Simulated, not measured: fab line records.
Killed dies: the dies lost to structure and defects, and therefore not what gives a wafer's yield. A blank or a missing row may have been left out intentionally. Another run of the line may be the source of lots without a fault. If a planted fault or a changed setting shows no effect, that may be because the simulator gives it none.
Which tool is to blame? | flow n5-finfet | 8 lots with 24 wafers sampled at 6 steps, on a route of 1938 steps

## WHAT THE GAUGES SHOWED, per wafer
N5_BEOL_M4_RC_MEAS_101.
lot  | measured     | on        | DIBL_N (mV/V)
L468 | day 9 16:41  | prober-01 | 36.4 36.4 35.4
L472 | day 10 16:13 | prober-01 | 35.7 32.5 36.7
L473 | day 11 10:02 | prober-02 | 38.3 35.8 36.1
L474 | day 11 10:28 | prober-01 | 37.2 33.9 36.1
L475 | day 11 14:25 | prober-01 | 35.7 35.4 36.0
L479 | day 12 12:24 | prober-01 | 37.8 34.7 37.3
L483 | day 13 21:41 | prober-01 | 36.2 35.4 34.2
L484 | day 14 04:16 | prober-02 | 36.1 35.0 38.2

## WHICH TOOL RAN EACH LOT (tool, then ch and the chambers of the sampled wafers, then the start)
lot  | N5_FIN_SAQP_ETCH_57               | N5_FIN_SAQP_ETCH_67               | N5_FIN_SAQP_FIN_ETCH_36         | N5_FIN_CUT_COAT_29               | N5_FIN_CUT_ETCH_30
L468 | rie-diel-05 ch 0,1,3, day 3 19:53 | rie-diel-05 ch 0,1,3, day 3 20:37 | rie-si-01 ch 1,2, day 3 21:58   | litho-track-02 ch 0, day 3 22:15 | rie-diel-02 ch 1,2, day 3 22:48
L472 | rie-diel-01 ch 1,2, day 4 20:12   | rie-diel-05 ch 2,3, day 4 21:04   | rie-si-06 ch 0,2,3, day 4 22:13 | litho-track-02 ch 0, day 4 22:30 | rie-diel-04 ch 0,1,3, day 4 23:03
L473 | rie-diel-05 ch 2,3, day 5 02:04   | rie-diel-05 ch 0,1,2, day 5 02:52 | rie-si-06 ch 0,1, day 5 04:14   | litho-track-02 ch 0, day 5 04:31 | rie-diel-04 ch 1,2,3, day 5 05:04
L474 | rie-diel-06 ch 0,1,3, day 5 07:49 | rie-diel-05 ch 0,2, day 5 08:33   | rie-si-04 ch 1,2,3, day 5 09:43 | litho-track-02 ch 0, day 5 10:00 | rie-diel-03 ch 0,2,3, day 5 10:25
L475 | rie-diel-06 ch 1,2,3, day 5 12:29 | rie-diel-06 ch 0,1,3, day 5 13:23 | rie-si-01 ch 1,2,3, day 5 14:36 | litho-track-02 ch 0, day 5 14:55 | rie-diel-02 ch 0,1,3, day 5 15:36
L479 | rie-diel-01 ch 1,2,3, day 6 11:53 | rie-diel-01 ch 1,2,3, day 6 12:56 | rie-si-06 ch 0,1,3, day 6 14:20 | litho-track-05 ch 0, day 6 14:37 | rie-diel-03 ch 0,1,3, day 6 15:03
L483 | rie-diel-05 ch 0,2, day 7 12:19   | rie-diel-01 ch 0,2, day 7 13:09   | rie-si-01 ch 1,3, day 7 14:22   | litho-track-05 ch 0, day 7 14:38 | rie-diel-02 ch 0,3, day 7 15:21
L484 | rie-diel-05 ch 1,3, day 7 17:38   | rie-diel-01 ch 0,1,3, day 7 18:24 | rie-si-04 ch 0,2, day 7 19:40   | litho-track-05 ch 0, day 7 19:58 | rie-diel-02 ch 0,3, day 7 20:31
- N5_FIN_SAQP_ETCH_57: etches SiNx in CH3F/O2, target depth 32.5 nm, time 46.4 s.
- N5_FIN_SAQP_ETCH_67: etches SiNx in CH3F/O2, target depth 30 nm.
- N5_FIN_SAQP_FIN_ETCH_36: etches the open film in HBr/Cl2/O2, target depth 120 nm, time 50.4 s.
- N5_FIN_CUT_COAT_29: time 60 s, resist thk 10 nm.
- N5_FIN_CUT_ETCH_30: etches underlayer in N2/H2, target depth 13 nm, time 10.4 s.

## THE ANSWER, worked out from the rows above alone
Rule: the usual values come from the lots themselves. Put in order of their means at a reading, lots are off if they are a third of the lots or fewer, leave a main group of 4 or more, and stand apart from it by a gap of 3 or more times the standard deviation of the main group's means; of several such gaps the widest counts. The tables above print the reading to a certain number of digits; a main group whose means all agree to those digits is not used. A lot without any number at a reading at which 4 lots or more have one is off too. The other lots that the step has rows for count as sound.
No lot is off on any of the readings shown, so nothing can be concluded from this.

## WHAT WAS PUT IN BY THE SIMULATOR
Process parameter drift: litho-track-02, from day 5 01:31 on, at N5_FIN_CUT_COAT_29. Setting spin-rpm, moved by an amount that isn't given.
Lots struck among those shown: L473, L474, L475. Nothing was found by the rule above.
